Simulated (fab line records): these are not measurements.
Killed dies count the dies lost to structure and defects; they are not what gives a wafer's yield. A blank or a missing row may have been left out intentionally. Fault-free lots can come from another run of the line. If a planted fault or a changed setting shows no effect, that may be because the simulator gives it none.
fab line records | flow n5_finfet
[record] lots = 6 wafers = 18 last_day = 18
route steps=1938 shown BEOL_M3@960 BEOL_M4@1111 PASSIVATION@1936
lots with no fault: from the same line, run without faults
start_h: start of the lot's first displayed wafer, in hours after the record's first day | wait_h: time in hours since the lot's previous step | " as in the row above | L1.1+2: one row covering several wafers at once | - no value present, or no start provided | * or withheld: withheld | < > ~ a bound
route shown NAME@n: a module of which the file shows steps, and the number in the route of the first | usual: the fault-free wafers' mean and standard deviation | same: alike in all rows | chamber/n: place in a boat | sites: per-site readings | _std_site: standard deviation across them | _edge_site: the outer-site mean with the inner-site mean subtracted | radius_mm: for every site, how far away it sits from the centre of the wafer | mask NAME#n: copy n | behind: the tool/chamber that last shaped the wafer | hold: the reason the lot was held/the length of the hold in hours/how it ended | device: which transistor (n, p or np) failed to switch | end of line: tests run on the same wafers once the route is complete | where a step has no rows: the recipe by itself | killed: the dies lost at the first sort to structure and to defects; this is not the yield of the wafer | map: dies across one wafer; x = killed, . = not, _ = none there
set.NAME: the setting the step ran with; set.NAME@STEP: the setting that earlier step ran with | model.NAME: the simulator's own value behind a step, which no gauge read
a table for each step, a row for each wafer; lots at some steps of the route
services: when a tool's chamber went out of use (start_h, in hours from the record's first day, below 0 if earlier), for how many hours, and the reason
[[steps]]
[step N5_BEOL_M3_COAT_22]
[recipe] resist = CAR-EUV spin_rpm = 1500 resist_thk_nm = 30
[step N5_BEOL_M3_EBR_24]
[recipe] solvent = PGMEA ebr_width_mm = 1.5
[step N5_BEOL_M3_SOFTBAKE_23]
[recipe] temp_c = 110 time_s = 60 resist = CAR-EUV
[step N5_BEOL_M3_EXPOSE_25]
[recipe] mask_id = V2 na = 0.33 source_shape = quasar sigma_inner = 0.2 sigma_outer = 0.8 polarization = unpolarized defocus_nm = 5 dose_mj = 63
[step N5_BEOL_M3_PEB_26]
[recipe] peb_temp_c = 100 peb_time_s = 60 resist = CAR-EUV
[step N5_BEOL_M3_DEVELOP_27]
[recipe] develop_time_s = 30 developer = TMAH resist = CAR-EUV rinse_liquid = surfactant_rinse dry = air_spin dev_temp_c = 23
[step N5_BEOL_M3_CD_MEAS_28]
[recipe] target_cd_nm = 25.7 landing_energy_ev = 500 detector = se_inlens target_cd_y_nm = 23.3 polarity = opening
[usual] cd_nm = 25.67/0.23
// columns lot.wafer tool chamber start_h wait_h cd_nm
L799.1 cd_sem-01 0 141.18 - 25.39
L799.2 " 0 " " 25.46
L799.6 " 0 " " 25.33
L802.2 cd_sem-02 0 173.72 - 25.29
L802.5 " 0 " " 25.82
L802.6 " 0 " " 25.63
L807.2 cd_sem-01 0 207.66 - 25.38
L807.4 " 0 " " 25.56
L807.6 " 0 " " 25.97
L809.2 cd_sem-01 0 213.90 - 25.77
L809.4 " 0 " " 25.45
L809.5 " 0 " " 26.09
L819.3 cd_sem-01 0 275.27 - 25.64
L819.4 " 0 " " 25.79
L819.5 " 0 " " 25.81
L821.3 cd_sem-02 0 280.70 - 25.52
L821.5 " 0 " " 26.00
L821.6 " 0 " " 25.54
[step N5_BEOL_M3_OVL_MEAS_29]
[recipe] points_per_wafer = 522
[usual] V2_OVL = -0.2/0.76
// columns lot.wafer tool chamber start_h wait_h V2_OVL[nm]
L799.1 overlay-02 0 141.21 0.0 -0.3
L799.2 " 0 " " 0.1
L799.6 " 0 " " 0.8
L802.2 overlay-02 0 173.76 0.0 1.3
L802.5 " 0 " " 0.2
L802.6 " 0 " " 1.0
L807.2 overlay-01 0 207.70 0.0 -0.7
L807.4 " 0 " " -0.6
L807.6 " 0 " " -0.3
L809.2 overlay-02 0 213.94 0.0 -1.1
L809.4 " 0 " " -0.9
L809.5 " 0 " " -0.3
L819.3 overlay-02 0 275.31 0.0 0.7
L819.4 " 0 " " -0.1
L819.5 " 0 " " 1.1
L821.3 overlay-01 0 280.74 0.0 -0.3
L821.5 " 0 " " -0.1
L821.6 " 0 " " -1.4
[step N5_BEOL_M3_INSPECT_30]
[recipe] mode = adi inspect_instrument = brightfield
[usual] raw_defect_count = 447/110
// columns lot.wafer tool chamber start_h wait_h raw_defect_count
L799.1 defect_inspect-01 - 141.27 0.1 545
L799.2 " - " " 430
L799.6 " - " " 454
L802.2 defect_inspect-02 - 173.81 0.0 418
L802.5 " - " " 420
L802.6 " - " " 330
L807.2 defect_inspect-02 - 207.75 0.0 395
L807.4 " - " " 358
L807.6 " - " " 405
L809.2 defect_inspect-01 - 213.99 0.0 549
L809.4 " - " " 351
L809.5 " - " " 645
L819.3 defect_inspect-02 - 275.36 0.0 335
L819.4 " - " " 302
L819.5 " - " " 398
L821.3 defect_inspect-01 - 280.78 0.0 419
L821.5 " - " " 413
L821.6 " - " " 474
[step N5_BEOL_M3_DESCUM_33]
[recipe] chemistry = O2 time_s = 7 source_power_w = 50 bias_power_w = 20 pressure_mtorr = 20 rf_frequency_hz = 2.712e+07 temp_c = 40 resist = CAR-EUV o2_flow_sccm = 225
[usual] drypump_motor_current_A = 5.5/0.33 oes_product_au = 0.79/0.09 rf_vpp_V = 243.8/1.3 showerhead_plenum_p_Torr = 2.13/0.075 throttle_valve_pct = 20.36/0.24
// columns lot.wafer tool chamber start_h wait_h drypump_motor_current_A oes_product_au rf_hours_counter_h rf_vpp_V showerhead_plenum_p_Torr throttle_valve_pct
L799.1 rie_diel-02 0 141.74 0.5 5.8 0.72 204 243.7 2.16 20.48
L799.2 " 1 " " 5.7 1.01 2 246.0 2.24 20.17
L799.6 " 3 " " 5.8 0.72 - 245.7 2.16 20.51
L802.2 rie_diel-04 0 173.85 0.0 4.9 0.73 191 242.9 2.17 20.44
L802.5 " 0 " " 4.9 0.73 - 242.8 2.17 20.43
L802.6 " 2 " " 5.5 0.76 - 245.0 2.18 20.39
L807.2 rie_diel-04 1 207.78 0.0 5.2 0.85 65 241.1 2.03 20.51
L807.4 " 2 " " 5.5 0.75 171 244.6 2.18 20.42
L807.6 " 1 " " 5.2 0.84 - 243.1 2.03 20.52
L809.2 rie_diel-04 1 214.03 0.0 5.2 0.85 67 242.1 2.03 20.52
L809.4 " 2 " " 5.5 0.76 173 243.7 2.17 20.43
L809.5 " 2 " " 5.5 0.75 - 245.7 2.17 20.41
L819.3 rie_diel-01 1 275.39 0.0 5.8 0.70 242 242.7 2.06 20.87
L819.4 " 2 " " 5.4 0.84 68 242.0 2.03 19.95
L819.5 " 1 " " 5.8 0.70 - 241.7 2.06 20.90
L821.3 rie_diel-01 1 280.82 0.0 5.7 0.70 243 242.1 2.06 20.87
L821.5 " 1 " " 5.8 0.70 - 242.7 2.06 20.89
L821.6 " 2 " " 5.4 0.84 - 241.0 2.03 19.95
[step N5_BEOL_M3_ETCH_77]
[recipe] chemistry = N2/H2 target = underlayer target_depth_a = 65 mask_material = CAR-EUV time_s = 5.2 ion_energy_ev = 200 pressure_mtorr = 30 source_w = 840 bias_w = 150 n2_flow_sccm = 200 h2_flow_sccm = 200 ends = cleared
[usual] drypump_motor_current_A = 5.5/0.33 etch_rf_on_time_s = 5.19/0.1 oes_product_au = 0.68/0.077 rf_vpp_V = 525.0/2.8 showerhead_plenum_p_Torr = 2.59/0.09 throttle_valve_pct = 17.81/0.26
// columns lot.wafer tool chamber start_h wait_h drypump_motor_current_A etch_rf_on_time_s oes_product_au rf_hours_counter_h rf_vpp_V showerhead_plenum_p_Torr throttle_valve_pct
L799.1 rie_diel-02 0 141.77 0.0 5.8 5.24 0.61 204 525.9 2.62 18.00
L799.2 " 1 " " 5.7 5.13 0.86 2 528.5 2.71 17.50
L799.6 " 3 " " 5.9 5.39 0.61 - 523.8 2.62 17.92
L802.2 rie_diel-04 0 173.88 0.0 4.9 5.41 0.62 191 524.7 2.64 17.88
L802.5 " 0 " " 5.0 5.35 0.62 - 525.0 2.64 17.88
L802.6 " 2 " " 5.5 5.25 0.65 - 528.9 2.65 17.79
L807.2 rie_diel-04 1 207.82 0.0 5.2 5.09 0.73 65 521.4 2.47 17.92
L807.4 " 2 " " 5.5 5.28 0.64 171 525.9 2.65 17.80
L807.6 " 1 " " 5.2 5.03 0.73 - 521.7 2.47 17.93
L809.2 rie_diel-04 1 214.06 0.0 5.2 5.06 0.73 67 523.0 2.46 17.94
L809.4 " 2 " " 5.5 5.18 0.65 173 526.3 2.65 17.82
L809.5 " 2 " " 5.5 5.22 0.64 - 524.9 2.64 17.84
L819.3 rie_diel-01 1 275.43 0.0 5.7 5.18 0.60 242 522.1 2.50 18.36
L819.4 " 2 " " 5.3 5.05 0.71 68 521.6 2.48 17.40
L819.5 " 1 " " 5.8 5.18 0.60 - 522.9 2.50 18.38
L821.3 rie_diel-01 1 280.85 0.0 5.8 5.19 0.59 243 522.7 2.50 18.36
L821.5 " 1 " " 5.7 5.16 0.60 - 523.7 2.50 18.38
L821.6 " 2 " " 5.3 5.04 0.71 - 522.6 2.47 17.43
[step N5_BEOL_M3_ETCH_69]
[recipe] chemistry = CF4 target = SiARC target_depth_a = 156 mask_material = CAR-EUV time_s = 26 ion_energy_ev = 80 pressure_mtorr = 40 source_w = 545 bias_w = 36 Ar_flow_sccm = 100 cf4_flow_sccm = 100 ends = cleared
[usual] drypump_motor_current_A = 5.5/0.33 etch_rf_on_time_s = 25.9/0.47 oes_product_au = 0.68/0.076 rf_vpp_V = 184.4/1.2 showerhead_plenum_p_Torr = 2.18/0.072 throttle_valve_pct = 15.56/0.24
// columns lot.wafer tool chamber start_h wait_h drypump_motor_current_A etch_rf_on_time_s oes_product_au rf_hours_counter_h rf_vpp_V showerhead_plenum_p_Torr throttle_valve_pct
L799.1 rie_diel-02 0 141.79 0.0 5.8 26.5 0.61 204 185.8 2.21 15.73
L799.2 " 1 " " 5.7 25.6 0.86 2 186.5 2.28 15.29
L799.6 " 3 " " 5.9 26.6 0.61 - 184.5 2.20 15.68
L802.2 rie_diel-04 0 173.90 0.0 5.0 26.4 0.63 191 183.7 2.21 15.69
L802.5 " 0 " " 5.0 26.2 0.63 - 184.3 2.21 15.69
L802.6 " 2 " " 5.5 25.9 0.66 - 185.1 2.23 15.60
L807.2 rie_diel-04 1 207.83 0.0 5.2 25.3 0.73 65 183.0 2.08 15.65
L807.4 " 2 " " 5.4 25.7 0.65 171 183.3 2.22 15.63
L807.6 " 1 " " 5.2 24.9 0.74 - 182.7 2.08 15.64
L809.2 rie_diel-04 1 214.08 0.0 5.2 25.5 0.73 67 184.6 2.08 15.63
L809.4 " 2 " " 5.5 25.9 0.65 173 185.8 2.22 15.63
L809.5 " 2 " " 5.5 26.2 0.64 - 185.3 2.22 15.64
L819.3 rie_diel-01 1 275.44 0.0 5.8 26.0 0.60 242 183.7 2.12 16.06
L819.4 " 2 " " 5.3 25.2 0.71 68 183.6 2.09 15.22
L819.5 " 1 " " 5.8 26.2 0.59 - 183.6 2.12 16.08
L821.3 rie_diel-01 1 280.87 0.0 5.8 25.7 0.60 243 182.4 2.11 16.07
L821.5 " 1 " " 5.8 26.0 0.59 - 183.8 2.11 16.08
L821.6 " 2 " " 5.4 25.2 0.71 - 181.9 2.09 15.24
[step N5_BEOL_M3_ALD_98]
[recipe] material = SiO2 target_thk_a = 25 temp_c = 100 ald_precursor_family = BDEAS ald_co_reactant = O2-plasma pulse_time_s = 1 co_reactant_pulse_time_s = 1 purge_time_s = 2 co_reactant_purge_time_s = 2 ald_cycles = 17 pressure_torr = 2
[usual] ald_cycles = 17/0 heater_power_w = 80/9.8 precursor_pulse_height_rel = 0.999/0.02
// columns lot.wafer tool chamber start_h wait_h ald_cycles heater_power_w precursor_pulse_height_rel model.SiO2_of_BEOL_M3_ALD_98.thk_nm
L799.1 ald_sin-01 1 142.21 0.4 17 64 0.980 2.6
L799.2 " 3 " " 17 77 0.998 2.4
L799.6 " 0 " " 17 72 1.032 2.6
L802.2 ald_sin-02 3 174.39 0.5 17 80 0.991 2.4
L802.5 " 1 " " 17 77 0.981 2.4
L802.6 " 0 " " 17 103 1.007 2.4
L807.2 ald_sin-01 0 207.92 0.1 29 75 0.984 4.2
L807.4 " 1 " " 29 64 1.006 4.2
L807.6 " 2 " " 29 80 1.034 4.2
L809.2 ald_sin-01 3 214.16 0.1 29 78 0.990 4.2
L809.4 " 1 " " 29 66 0.998 4.2
L809.5 " 1 " " 29 64 0.979 4.2
L819.3 ald_sin-04 3 275.56 0.1 17 80 0.994 2.6
L819.4 " 1 " " 17 68 0.991 2.6
L819.5 " 3 " " 17 80 1.008 2.6
L821.3 ald_sin-02 2 281.26 0.4 17 84 0.997 2.6
L821.5 " 3 " " 17 80 1.003 2.4
L821.6 " 0 " " 17 101 0.987 2.6
[step N5_BEOL_M3_ETCHBACK_99]
[recipe] chemistry = CHF3 target = SiO2 target_depth_a = 50 time_s = 10.4 source_w = 215 bias_w = 47 Ar_flow_sccm = 200 CHF3_flow_sccm = 12 ion_energy_ev = 100 pressure_mtorr = 30
[usual] drypump_motor_current_A = 5.6/0.35 oes_product_au = 0.78/0.089 rf_vpp_V = 239.9/1.9 showerhead_plenum_p_Torr = 2.18/0.076 throttle_valve_pct = 17.04/0.23
// columns lot.wafer tool chamber start_h wait_h drypump_motor_current_A oes_product_au rf_hours_counter_h rf_vpp_V showerhead_plenum_p_Torr throttle_valve_pct
L799.1 rie_diel-02 3 151.37 9.1 5.9 0.71 205 239.5 2.22 17.15
L799.2 " 1 " " 5.7 0.99 5 240.9 2.31 16.82
L799.6 " 1 " " 5.7 1.00 - 241.6 2.31 16.84
L802.2 rie_diel-04 2 176.10 1.7 5.5 0.76 160 239.8 2.24 17.03
L802.5 " 0 " " 4.9 0.73 - 241.7 2.22 17.05
L802.6 " 2 " " 5.5 0.77 - 238.8 2.24 17.05
L807.2 rie_diel-02 2 212.12 4.2 6.0 0.74 173 238.9 2.06 17.08
L807.4 " 3 " " 5.9 0.69 224 238.6 2.21 17.18
L807.6 " 3 " " 5.9 0.70 - 238.9 2.21 17.17
L809.2 rie_diel-04 1 217.22 3.0 5.2 0.85 68 238.1 2.10 17.16
L809.4 " 2 " " 5.5 0.75 174 239.9 2.23 17.08
L809.5 " 0 " " 5.0 0.72 - 240.4 2.21 17.09
L819.3 rie_diel-02 1 281.06 5.5 5.7 0.90 44 242.1 2.29 16.88
L819.4 " 2 " " 6.0 0.71 192 239.9 2.06 17.09
L819.5 " 3 " " 5.9 0.69 - 237.4 2.20 17.21
L821.3 rie_diel-04 1 295.95 14.6 5.1 0.83 92 239.0 2.09 17.22
L821.5 " 3 " " 5.2 0.88 - 244.2 2.28 16.66
L821.6 " 2 " " 5.4 0.74 - 239.7 2.22 17.11
[step N5_BEOL_M4_RC_MEAS_101]
[usual] DIBL_N = 35.9/1.3 DIBL_P = 36.3/1.5 IOFF_N = 0.153/0.023 IOFF_P = 0.208/0.028 ION_N = 672/9.7 ION_P = 462/6.6 SS_N = 71.5/0.53 SS_P = 73.3/0.59 VT_N = 250.4/2.7 VT_P = -250.5/3
// columns lot.wafer tool chamber start_h wait_h DIBL_N[mV/V] DIBL_P[mV/V] IOFF_N[nA/um] IOFF_P[nA/um] ION_N[uA/um] ION_P[uA/um] SS_N[mV/dec] SS_P[mV/dec] VT_N[mV] VT_P[mV]
L799.1 prober-02 0 168.53 0.0 37.6 37.8 0.175 0.210 679 461 72.5 73.6 250.4 -252.5
L799.2 " 0 " " 35.6 35.2 0.138 0.171 665 453 71.6 72.5 253.6 -256.7
L799.6 " 0 " " 35.8 35.7 0.143 0.176 680 459 70.7 72.7 250.8 -255.9
L802.2 prober-01 0 200.47 0.2 38.2 38.8 0.202 0.285 679 473 71.6 74.5 247.1 -244.0
L802.5 " 0 " " 38.6 39.3 0.230 0.307 687 469 72.5 74.8 243.2 -243.1
L802.6 " 0 " " 36.0 35.7 0.157 0.242 679 471 71.0 74.1 247.9 -244.8
L807.2 prober-02 0 231.68 0.2 36.4 36.1 0.149 0.199 667 461 71.6 73.4 251.4 -251.1
L807.4 " 0 " " 36.2 36.4 0.142 0.195 663 449 70.9 73.3 251.6 -253.0
L807.6 " 0 " " 35.7 35.8 0.139 0.194 667 460 71.7 73.3 252.9 -253.1
L809.2 prober-01 0 236.79 0.2 36.9 36.5 0.159 0.236 676 471 71.3 73.0 250.8 -248.0
L809.4 " 0 " " 34.8 33.6 0.120 0.189 657 460 70.9 72.9 251.8 -249.4
L809.5 " 0 " " 35.7 35.6 0.136 0.224 666 468 71.0 73.1 252.3 -248.2
L819.3 prober-01 0 309.51 0.3 36.2 37.9 0.171 0.215 677 460 71.5 73.1 247.6 -252.2
L819.4 " 0 " " 37.3 39.3 0.205 0.246 695 468 72.1 74.6 245.8 -247.5
L819.5 " 0 " " 32.8 34.5 0.116 0.166 664 454 70.9 72.5 256.3 -254.4
L821.3 prober-02 0 316.77 0.3 37.5 39.0 0.183 0.229 687 467 71.9 74.0 249.2 -249.6
L821.5 " 0 " " 36.5 37.4 0.156 0.214 674 465 70.9 73.5 250.7 -248.4
L821.6 " 0 " " 36.5 37.8 0.159 0.213 677 464 71.2 73.5 247.9 -253.8
[step N5_PASSIVATION_PROBE_49]
[usual] defect_limited_yield = 91.1/1.5 killed_at_M0_to_M3 = 35/9.5 killed_at_M4_up = 13/5.2 killed_at_contacts = 12/6.1 killed_at_front_end = 41/14 killed_at_other = 3.8/2.9 killed_dies = 105/17 killed_open = 70/13 killed_short = 33/8.4 sort_bin_5_function = 5.1/0.97 sort_bin_6_memory = 3.4/0.69 sort_n_pass = 1075/17 sort_yield_pct = 91.1/1.5
[same] gross_dies = 1180 killed_at_back_side = 0 sort_bin_4_leakage[%] = 0 sort_bin_8_speed[%] = 0
// columns lot.wafer tool chamber start_h wait_h defect_limited_yield[%] killed_at_M0_to_M3 killed_at_M4_up killed_at_contacts killed_at_front_end killed_at_other killed_dies killed_open killed_short sort_bin_5_function[%] sort_bin_6_memory[%] sort_n_pass sort_yield_pct[%]
L819.4 prober-01 - 417.81 0.2 92.8 31 27 3 22 2 85 66 19 4.5 2.4 1095 92.8
// killed by level:class
L819.4 BEOL_M4:geometric_particle:open=12 BEOL_M0_SAQP:geometric_particle:open=8 BEOL_M3:geometric_particle:open=8 STI_FIN_REVEAL:geometric_particle:open=6 BEOL_M2:geometric_particle:open=6 BEOL_M1:geometric_particle:open=5 FIN_SAQP:geometric_particle:short=4 BEOL_M8:geometric_particle:open=4
[[services]]
// columns tool chamber start_h hours kind
ald_sin-04 3 121.37 8.2 repair
rie_diel-02 1 122.31 - clean
rie_diel-02 1 122.31 - consumable_replace:focus_ring
rie_diel-02 1 122.31 - consumable_replace:showerhead
rie_diel-02 1 122.31 15.9 scheduled_down
rie_diel-02 1 122.31 15.9 vent_cycle
rie_diel-04 - 128.58 28.1 pm
ald_sin-01 2 132.12 6.5 repair
ald_sin-04 0 133.24 22.3 repair
ald_sin-01 0 149.81 5.6 repair
rie_diel-04 3 170.75 - clean
rie_diel-04 3 170.75 - consumable_replace:focus_ring
rie_diel-04 3 170.75 - consumable_replace:showerhead
rie_diel-04 3 170.75 15.6 scheduled_down
rie_diel-04 3 170.75 15.6 vent_cycle
rie_diel-01 3 183.32 - clean
rie_diel-01 3 183.32 - consumable_replace:focus_ring
rie_diel-01 3 183.32 14.8 scheduled_down
rie_diel-01 3 183.32 14.8 vent_cycle
rie_diel-01 - 196.89 8.3 repair
ald_sin-01 3 207.01 1.9 repair
rie_diel-01 2 258.46 12.2 repair
ald_sin-01 2 266.77 10.1 repair
ald_sin-01 - 269.10 14.0 pm
[[key]]
[first_sign] step = N5_BEOL_M3_ALD_98 reading = ald_cycles direction = up sigmas = 99+ usual = * struck = *
effect none on later readings
[model_effect] step = N5_BEOL_M3_ALD_98 value = SiO2_of_BEOL_M3_ALD_98.thk_nm without = 2.467 struck = 4.2
met_at N5_BEOL_M3_ALD_98
struck_wafers L807.2,L807.4,L807.6,L809.2,L809.4,L809.5
onset_between 142.21 207.92
[fault] kind = process_parameter_drift tool = ald_sin-01 chamber = - onset_h = 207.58 steps = N5_BEOL_M3_ALD_98 channel = ald_cycles offset = * shape = step end_h = 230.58 acts_in = * stated = *
